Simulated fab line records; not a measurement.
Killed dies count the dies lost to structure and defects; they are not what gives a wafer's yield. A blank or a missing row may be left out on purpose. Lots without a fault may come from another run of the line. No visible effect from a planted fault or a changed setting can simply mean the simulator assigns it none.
fab line records	flow nand_harc
[record] lots = 6	wafers = 17	last_day = 33
route steps=1302 shown A_ONON_D1@424 END@1302
lots that met no fault: from a run of the same line without faults
start_h: start of the lot's first displayed wafer, in hours after the record's first day	wait_h: hours since the lot's step before	" unchanged from the row above	L1.1+2: a row that stands for several wafers	- no value, or no start was given	* or withheld: withheld	< > ~ a bound
route shown NAME@n: NAME is a module with steps in the file, n the number in the route of the first one	usual: mean/standard deviation taken from wafers without a fault	same: alike in all rows	chamber/n: place in a boat	sites: the reading at each site	_std_site: how widely they spread, as a standard deviation	_edge_site: the outer-site mean with the inner-site mean subtracted	radius_mm: for every site, how far away it sits from the centre of the wafer	mask NAME#n: copy n	behind: the last tool/chamber to shape the wafer	hold: what put the lot on hold/how long, in hours/how the hold closed	device: transistor that didn't switch, given as n, p or np	end of line: the tests these same wafers got at the end of their route	step lacking rows: just its recipe	killed: dies that structure and defects cost at the first sort, which is not the same as the wafer's yield	map: a wafer's dies, x killed, . not, _ none there
set.NAME: the run value of the setting; set.NAME@STEP: its run value at that earlier step	model.NAME: the simulator's own value behind a step, which no gauge read
certain route steps with their lots: each step a table, each wafer a row
services: a tool's chamber out of use, with start hour (start_h, from the record's first day; less than 0 if before it), hours out, and reason
[[steps]]
[step NHARC_A_ONON_D1_DEP_00]
[recipe] target_thk_a = 10000	n2_flow_sccm = 2750	n2o_flow_sccm = 2000	nh3_flow_sccm = 500	sih4_flow_sccm = 210	temp_c = 400
[step NHARC_A_ONON_D1_THK_MEAS_02]
[recipe] thk_meas_gauge = ellipsometry
[usual] thk_nm = 999/10
lot.wafer	tool	chamber	start_h	wait_h	thk_nm
L804.2	film_metro-02	-	161.01	-	1001
L804.3	"	-	"	"	1000
L804.4	"	-	"	"	1000
L812.1	film_metro-02	-	248.82	-	996
L812.3	"	-	"	"	997
L812.6	"	-	"	"	999
L815.1	film_metro-02	-	279.43	-	1016
L815.2	"	-	"	"	1016
L815.6	"	-	"	"	1016
L817.1	film_metro-02	-	290.08	-	1007
L817.4	"	-	"	"	1007
L822.3	film_metro-01	-	342.64	-	1016
L822.4	"	-	"	"	1016
L822.6	"	-	"	"	1018
L827.1	film_metro-01	-	393.38	-	990
L827.4	"	-	"	"	991
L827.5	"	-	"	"	992
[step NHARC_A_ONON_D1_DEP_03]
[recipe] target_thk_a = 10000	n2_flow_sccm = 2750	n2o_flow_sccm = 2000	nh3_flow_sccm = 500	sih4_flow_sccm = 210	temp_c = 400
[step NHARC_A_ONON_D1_THK_MEAS_05]
[recipe] thk_meas_gauge = ellipsometry
[usual] thk_nm = 1000/7.5
lot.wafer	tool	chamber	start_h	wait_h	thk_nm
L804.2	film_metro-02	-	161.60	-	1023
L804.3	"	-	"	"	1020
L804.4	"	-	"	"	1020
L812.1	film_metro-02	-	249.39	-	996
L812.3	"	-	"	"	996
L812.6	"	-	"	"	996
L815.1	film_metro-02	-	279.99	-	998
L815.2	"	-	"	"	997
L815.6	"	-	"	"	998
L817.1	film_metro-01	-	290.65	-	1008
L817.4	"	-	"	"	1010
L822.3	film_metro-01	-	343.21	-	1003
L822.4	"	-	"	"	1003
L822.6	"	-	"	"	1003
L827.1	film_metro-02	-	393.94	-	992
L827.4	"	-	"	"	992
L827.5	"	-	"	"	993
[step NHARC_A_ONON_D1_DEP_06]
[recipe] target_thk_a = 10000	n2_flow_sccm = 2750	n2o_flow_sccm = 2000	nh3_flow_sccm = 500	sih4_flow_sccm = 210	temp_c = 400
[step NHARC_A_ONON_D1_THK_MEAS_08]
[recipe] thk_meas_gauge = ellipsometry
[usual] thk_nm = 1002/11
lot.wafer	tool	chamber	start_h	wait_h	thk_nm
L804.2	film_metro-01	-	162.17	-	1000
L804.3	"	-	"	"	1003
L804.4	"	-	"	"	1001
L812.1	film_metro-01	-	249.96	-	1009
L812.3	"	-	"	"	1009
L812.6	"	-	"	"	1009
L815.1	film_metro-01	-	280.57	-	1015
L815.2	"	-	"	"	1018
L815.6	"	-	"	"	1016
L817.1	film_metro-01	-	291.22	-	1013
L817.4	"	-	"	"	1013
L822.3	film_metro-01	-	343.78	-	997
L822.4	"	-	"	"	998
L822.6	"	-	"	"	996
L827.1	film_metro-02	-	394.51	-	1027
L827.4	"	-	"	"	1028
L827.5	"	-	"	"	1027
[step NHARC_A_ONON_D1_DEP_09]
[recipe] target_thk_a = 10000	n2_flow_sccm = 2750	n2o_flow_sccm = 2000	nh3_flow_sccm = 500	sih4_flow_sccm = 210	temp_c = 400
[step NHARC_A_ONON_D1_THK_MEAS_11]
[recipe] thk_meas_gauge = ellipsometry
[usual] thk_nm = 999/11
lot.wafer	tool	chamber	start_h	wait_h	thk_nm
L804.2	film_metro-02	-	162.77	-	986
L804.3	"	-	"	"	985
L804.4	"	-	"	"	985
L812.1	film_metro-02	-	250.53	-	1008
L812.3	"	-	"	"	1010
L812.6	"	-	"	"	1007
L815.1	film_metro-01	-	281.14	-	1016
L815.2	"	-	"	"	1018
L815.6	"	-	"	"	1017
L817.1	film_metro-01	-	291.79	-	983
L817.4	"	-	"	"	984
L822.3	film_metro-01	-	344.34	-	1004
L822.4	"	-	"	"	1005
L822.6	"	-	"	"	1006
L827.1	film_metro-01	-	395.08	-	1009
L827.4	"	-	"	"	1009
L827.5	"	-	"	"	1010
[step NHARC_A_ONON_D1_DEP_12]
[recipe] target_thk_a = 10000	n2_flow_sccm = 2750	n2o_flow_sccm = 2000	nh3_flow_sccm = 500	sih4_flow_sccm = 210	temp_c = 400
[step NHARC_A_ONON_D1_THK_MEAS_14]
[recipe] thk_meas_gauge = ellipsometry
[usual] thk_nm = 1002/12
lot.wafer	tool	chamber	start_h	wait_h	thk_nm
L804.2	film_metro-02	-	163.33	-	991
L804.3	"	-	"	"	991
L804.4	"	-	"	"	991
L812.1	film_metro-02	-	251.09	-	1005
L812.3	"	-	"	"	1006
L812.6	"	-	"	"	1006
L815.1	film_metro-02	-	281.71	-	987
L815.2	"	-	"	"	987
L815.6	"	-	"	"	987
L817.1	film_metro-01	-	292.35	-	1006
L817.4	"	-	"	"	1007
L822.3	film_metro-02	-	344.90	-	1016
L822.4	"	-	"	"	1017
L822.6	"	-	"	"	1017
L827.1	film_metro-01	-	395.66	-	1019
L827.4	"	-	"	"	1017
L827.5	"	-	"	"	1017
[step NHARC_A_ONON_D1_ANNEAL_15]
[recipe] temp_c = 750	time_s = 3600
[step NHARC_A_ONON_D1_DEP_16]
[recipe] target_thk_a = 10000	n2_flow_sccm = 2750	n2o_flow_sccm = 2000	nh3_flow_sccm = 500	sih4_flow_sccm = 210	temp_c = 400
lot.wafer	tool	chamber	start_h	wait_h
L804.2+3+4	pecvd_onon-01	0	175.58	0.5
L812.1+3+6	pecvd_onon-02	0	258.38	0.1
L815.1+2+6	pecvd_onon-02	0	289.21	0.1
L817.1+4	pecvd_onon-02	0	299.68	0.1
L822.3+4+6	pecvd_onon-01	0	352.78	0.2
L827.1+4+5	pecvd_onon-03	0	406.86	0.1
[step NHARC_A_ONON_D1_THK_MEAS_18]
[recipe] thk_meas_gauge = ellipsometry
[usual] thk_nm = 999/7.9
lot.wafer	tool	chamber	start_h	wait_h	thk_nm
L804.2	film_metro-02	-	176.04	-	993
L804.3	"	-	"	"	996
L804.4	"	-	"	"	995
L812.1	film_metro-01	-	258.90	-	1003
L812.3	"	-	"	"	1003
L812.6	"	-	"	"	1003
L815.1	film_metro-01	-	289.73	-	1550
L815.2	"	-	"	"	988
L815.6	"	-	"	"	1552
L817.1	film_metro-02	-	300.18	-	1561
L817.4	"	-	"	"	999
L822.3	film_metro-02	-	353.17	-	1014
L822.4	"	-	"	"	1013
L822.6	"	-	"	"	1012
L827.1	film_metro-02	-	407.37	-	1008
L827.4	"	-	"	"	1009
L827.5	"	-	"	"	1008
[step NHARC_A_ONON_D1_DEP_19]
[recipe] target_thk_a = 10000	n2_flow_sccm = 2750	n2o_flow_sccm = 2000	nh3_flow_sccm = 500	sih4_flow_sccm = 210	temp_c = 400
[step NHARC_END_SORT_01]
[recipe] temp_c = 25
[usual] killed_at_array = 55/19	killed_at_other = 0.8/1.1	killed_at_periphery = 4.0/2.6	killed_dies = 60/20	killed_open = 3.4/1.7	killed_short = 2.6/1.5
[same] gross_dies = 677
lot.wafer	tool	chamber	start_h	wait_h	killed_at_array	killed_at_other	killed_at_periphery	killed_dies	killed_open	killed_short
L812.6	prober-01	0	656.86	4.0	41	0	2	43	1	3
L817.1	prober-01	0	682.44	2.5	676	0	1	677	4	6
L815.1	prober-02	0	682.49	2.5	674	0	3	677	4	1
L815.6	prober-02	0	686.43	3.9	674	1	2	677	4	4
// killed by level:class
L812.6 A_CHANNEL_HOLE_D2:chamber_film_flake=18 A_CHANNEL_HOLE_D1:chamber_film_flake=10 A_WL_FILL:chamber_film_flake=6 A_CONTACT:chamber_film_flake=2 A_SGD_CUT:geometric_particle:short=1 A_WL_FILL:geometric_particle:short=1 A_CONTACT:geometric_particle:short=1 A_M0:geometric_particle:open=1
L817.1 A_ONON_D1:area_dep=603 A_SLIT:chamber_film_flake=37 A_STAIRCASE:chamber_film_flake=7 A_WL_FILL:chamber_film_flake=6 A_CHANNEL_HOLE_D2:chamber_film_flake=5 A_CHANNEL_HOLE_D1:chamber_film_flake=3 A_CHANNEL_FILL_D2:chamber_film_flake=3 A_M0:geometric_particle:short=2
L815.1 A_ONON_D1:area_dep=636 A_CHANNEL_HOLE_D2:chamber_film_flake=11 A_STAIRCASE:chamber_film_flake=6 A_CHANNEL_HOLE_D1:chamber_film_flake=5 A_CONTACT:chamber_film_flake=5 A_SLIT:chamber_film_flake=4 A_M1:chamber_film_flake=3 P_GATE:geometric_particle:open=1
L815.6 A_ONON_D1:area_dep=634 A_CHANNEL_HOLE_D2:chamber_film_flake=18 A_CONTACT:chamber_film_flake=6 A_M1:chamber_film_flake=3 A_CHANNEL_HOLE_D1:chamber_film_flake=2 A_STAIRCASE:chamber_film_flake=2 A_SLIT:chamber_film_flake=2 P_GATE:geometric_particle:open=1
// map L815.1 (x killed, . not)
____________x____________
_________xxxxxxx_________
_______xxxxxxxxxxx_______
______xxxxxxxxxxxxx______
_____xxxxxxxxxxxxxxx_____
____xxxxxxxxxxxxxxxxx____
____xxxxxxxxxxxxxxxxx____
___xxxxxxxxxxxxxxxxxxx___
___xxxxxxxxxxxxxxxxxxx___
__xxxxxxxxxxxxxxxxxxxxx__
__xxxxxxxxxxxxxxxxxxxxx__
_xxxxxxxxxxxxxxxxxxxxxxx_
_xxxxxxxxxxxxxxxxxxxxxxx_
_xxxxxxxxxxxxxxxxxxxxxxx_
_xxxxxxxxxxxxxxxxxxxxxxx_
_xxxxxxxxxxxxxxxxxxxxxxx_
xxxxxxxxxxxxxxxxxxxxxxxxx
xxxxxxxxxxxxxxxxxxxxxxxxx
xxxxxxxxxxxxxxxxxxxxxxxxx
xxxxxxxxxxxxxxxxxxxxxxxxx
xxxxxxxxxxxxxxxxxxxxxxxxx
_xxxxxxxxxxxxxxxxxxxxxxx_
_xxxxxxxxxxxxxxxxxxxxxxx_
_xxxxxxxxxxxxxxxxxxxxxxx_
_xxxxxxxxxxxxxxxxxxxxxxx_
_xxxxxxxxxxxxxxxxxxxxxxx_
__xxxxxxxxxxxxxxxxxxxxx__
__xxxxxxxxxxxxxxxxxxxxx__
___xxxxxxxxxxxxxxxxxxx___
___xxxxxxxxxxxxxxxxxxx___
____xxxxxxxxxxxxxxxxx____
____xxxxxxxxxxxxxxxxx____
_____xxxxxxxxxxxxxxx_____
______xxxxxxxxxxxxx______
_______xxxxxxxxxxx_______
_________xxxxxxx_________
____________x____________
// map L817.1 (x killed, . not)
____________x____________
_________xxxxxxx_________
_______xxxxxxxxxxx_______
______xxxxxxxxxxxxx______
_____xxxxxxxxxxxxxxx_____
____xxxxxxxxxxxxxxxxx____
____xxxxxxxxxxxxxxxxx____
___xxxxxxxxxxxxxxxxxxx___
___xxxxxxxxxxxxxxxxxxx___
__xxxxxxxxxxxxxxxxxxxxx__
__xxxxxxxxxxxxxxxxxxxxx__
_xxxxxxxxxxxxxxxxxxxxxxx_
_xxxxxxxxxxxxxxxxxxxxxxx_
_xxxxxxxxxxxxxxxxxxxxxxx_
_xxxxxxxxxxxxxxxxxxxxxxx_
_xxxxxxxxxxxxxxxxxxxxxxx_
xxxxxxxxxxxxxxxxxxxxxxxxx
xxxxxxxxxxxxxxxxxxxxxxxxx
xxxxxxxxxxxxxxxxxxxxxxxxx
xxxxxxxxxxxxxxxxxxxxxxxxx
xxxxxxxxxxxxxxxxxxxxxxxxx
_xxxxxxxxxxxxxxxxxxxxxxx_
_xxxxxxxxxxxxxxxxxxxxxxx_
_xxxxxxxxxxxxxxxxxxxxxxx_
_xxxxxxxxxxxxxxxxxxxxxxx_
_xxxxxxxxxxxxxxxxxxxxxxx_
__xxxxxxxxxxxxxxxxxxxxx__
__xxxxxxxxxxxxxxxxxxxxx__
___xxxxxxxxxxxxxxxxxxx___
___xxxxxxxxxxxxxxxxxxx___
____xxxxxxxxxxxxxxxxx____
____xxxxxxxxxxxxxxxxx____
_____xxxxxxxxxxxxxxx_____
______xxxxxxxxxxxxx______
_______xxxxxxxxxxx_______
_________xxxxxxx_________
____________x____________
[[services]]
tool	chamber	start_h	hours	kind
pecvd_onon-01	-	151.78	4.4	repair
pecvd_onon-01	-	167.42	1.8	repair
pecvd_onon-03	-	168.10	8.3	repair
pecvd_onon-02	-	185.00	13.0	pm
pecvd_onon-03	-	227.34	13.0	pm
pecvd_onon-01	-	269.13	13.0	pm
pecvd_onon-03	-	361.56	11.3	repair
pecvd_onon-02	-	366.00	13.0	pm
[[key]]
[first_sign] step = NHARC_A_ONON_D1_THK_MEAS_18	reading = thk_nm	direction = up	sigmas = 70	usual = 999	struck = 1554
[effect] step = NHARC_END_SORT_01	reading = killed_at_array	direction = up	sigmas = 32	usual = 55	struck = 675
[more_kills_born_at] NHARC_A_ONON_D1_DEP_16@pecvd_onon-02 = 1873
met_at NHARC_A_ONON_D1_DEP_16
struck_wafers L815.1,L815.6,L817.1
later_rows_left_out L815.1,L815.6,L817.1
tester_left_out L815,L817
onset_between 258.38 289.21
[fault] kind = process_parameter_drift	tool = pecvd_onon-02	chamber = -	onset_h = 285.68	steps = NHARC_A_ONON_D1_DEP_16	channel = target_thk_a	offset = *	shape = step	end_h = 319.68	scope = struck_wafers_only	acts_in = *	stated = *
// tester_left_out: of these lots the tester's yield and bins aren't shown, on N5 and GAA mostly nor the transistor test; their killed dies are dies lost to structure and defects alone, not to doping, threshold or leakage, so they don't give the yield
// later_rows_left_out: the simulator's readings of these wafers behind a module that went badly wrong aren't trusted and aren't shown, but for the sort
